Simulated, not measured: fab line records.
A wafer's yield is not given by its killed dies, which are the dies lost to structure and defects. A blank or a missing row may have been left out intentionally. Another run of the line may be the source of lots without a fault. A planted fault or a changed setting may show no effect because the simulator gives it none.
A lot that was struck, set against a sound lot | flow n5-finfet | 14 steps out of a route of 1938
Sound: the wafers L611.1, L611.4, L611.6. Struck: wafers L613.3, L613.5, L613.6. The cause comes at the end.
Per side, at each step with rows, come the tool, then ch with its chambers, and then its first start. Under that, the readings that differ: sound wafers | struck wafers | difference of the means | sigmas: that difference in standard deviations of wafers without a fault.
alike: words and numbers the same on both sides, and readings whose means are apart by under 2 such deviations; not compared: readings that were withheld, readings missing a value for some wafer, numbers with overlapping values and no deviation given by the record, and bounds like >300 which may hide the same value.
The two part at a step that has a row with sigmas, a row that says differs or no value, or rows on one side only. Non-overlapping numbers with no deviation appear without sigmas and do not part them. Lack of a reading on every wafer of one side parts them only where that side has two or more wafers.

first, 3 steps without rows for these wafers: N5_FIN_SAQP_PRECLEAN_38 (cleans in O3/DIW, time 45 s); N5_FIN_SAQP_PRECLEAN_45 (cleans in dHF, time 10 s); N5_FIN_SAQP_SRD_39 (time 30 s).
N5_FIN_SAQP_OCD_MEAS_76:
  sound: ocd-02 at day 3 02:52; struck: ocd-02 at day 3 16:14
  alike: trench-depth-nm
N5_FIN_SAQP_INSPECT_40: inspects for defects (brightfield).
  sound: defect-inspect-02 at day 3 02:54; struck: defect-inspect-01 at day 3 16:16
  alike: raw-defect-count
then, 7 steps without rows for these wafers: N5_FIN_CUT_COAT_18 (time 60 s, resist thk 230 nm); N5_FIN_CUT_COAT_19 (time 60 s, resist thk 20 nm); N5_FIN_CUT_COAT_29 (time 60 s, resist thk 10 nm); N5_FIN_CUT_COAT_02 (resist thk 30 nm); N5_FIN_CUT_EBR_04; N5_FIN_CUT_SOFTBAKE_03 (time 60 s); N5_FIN_CUT_EXPOSE_05 (exposes mask FIN CUT).
N5_FIN_CUT_PEB_06: peb time 60 s.
  struck on litho-track-03, day 3 16:38; sound on litho-track-02 ch 0, day 3 03:17
  no value came back on the struck wafers for chill-plate-temp-C (C), exhaust-pa (Pa); on the sound wafers chill-plate-temp-C (C) reads 23.04 22.90 23.07
then, 1 step without rows for these wafers: N5_FIN_CUT_DEVELOP_07 (develop time 30 s).

WHERE THEY PART
Only at N5_FIN_CUT_PEB_06, as far as this record shows.

WHY: whatever the simulator had introduced
Entire step skipped (litho-track-03, N5_FIN_CUT_PEB_06), from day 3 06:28 onward. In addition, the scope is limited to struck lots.
